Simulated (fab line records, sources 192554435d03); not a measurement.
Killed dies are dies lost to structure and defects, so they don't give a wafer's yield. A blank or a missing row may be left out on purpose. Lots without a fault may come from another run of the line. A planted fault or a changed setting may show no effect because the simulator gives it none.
Chamber matching | flow n5_finfet | N5_FIN_SAQP_SPACER2_ETCHBACK_29 on rie_diel-05: 4 sister chambers
The step etches SiO2 in CHF3/O2, target depth 12.2 nm, time 6.1 s. 14 wafers are shown with their chamber, then 7 later ones without.

WAFERS WITH THEIR CHAMBER
wafer  | chamber | drypump_motor_current_A (A) | rf_vpp_V (V) | showerhead_plenum_p_Torr (Torr)
L078.2 | 2       | 6.5                         | 516          | 2.50
L078.3 | 3       | 5.2                         | 518          | 2.28
L078.6 | 3       | 5.2                         | 518          | 2.28
L080.1 | 0       | 5.8                         | 520          | 2.36
L080.4 | 2       | 6.6                         | 514          | 2.50
L080.5 | 0       | 5.8                         | 520          | 2.36
L085.3 | 1       | 5.7                         | 523          | 2.36
L085.5 | 3       | 5.2                         | 527          | 2.57
L085.6 | 1       | 5.7                         | 524          | 2.36
L088.1 | 1       | 5.6                         | 524          | 2.35
L088.3 | 2       | 6.6                         | 514          | 2.49
L088.4 | 0       | 5.8                         | 519          | 2.36
L089.2 | 1       | 5.6                         | 522          | 2.35
L089.4 | 1       | 5.6                         | 524          | 2.35

SIGNATURES (means of the wafers above)
reading                  | chamber 0 | chamber 1 | chamber 2 | chamber 3 | scatter within a chamber
drypump_motor_current_A  | 5.800     | 5.640     | 6.567     | 5.200     | 0.0432
rf_vpp_V                 | 519.67    | 523.40    | 514.67    | 521.00    | 2.46
showerhead_plenum_p_Torr | 2.3600    | 2.3540    | 2.4967    | 2.3767    | 0.075
Rule: a wafer's distance from a chamber is the root of the sum, over the readings, of the square of ((its reading less the chamber's mean) divided by the reading's scatter). The wafer belongs to the nearest chamber; if the next one is less than 2 further off, it can't be placed. The scatter: the root of (the sum of the squares of (reading less its chamber's mean) over the shown wafers, divided by (wafers less chambers)).

WAFERS WITHOUT THEIR CHAMBER
wafer  | drypump_motor_current_A (A) | rf_vpp_V (V) | showerhead_plenum_p_Torr (Torr)
L089.5 | 6.6                         | 517          | 2.49
L090.1 | 5.7                         | 519          | 2.36
L090.3 | 6.5                         | 517          | 2.49
L090.5 | 5.2                         | 527          | 2.56
L096.1 | 5.8                         | 519          | 2.35
L096.4 | 5.2                         | 527          | 2.56
L096.5 | 5.6                         | 523          | 2.35

WHICH CHAMBER EACH WENT THROUGH
wafer  | from the rows above     | in truth
L089.5 | 2                       | 2
L090.1 | can't be placed: 1 or 0 | 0
L090.3 | 2                       | 2
L090.5 | 3                       | 3
L096.1 | 0                       | 0
L096.4 | 3                       | 3
L096.5 | 1                       | 1
Placed correctly: 6 of 7. Can't be placed from these rows: 1 (the true chamber is among the candidates in 1). Placed wrongly: 0.
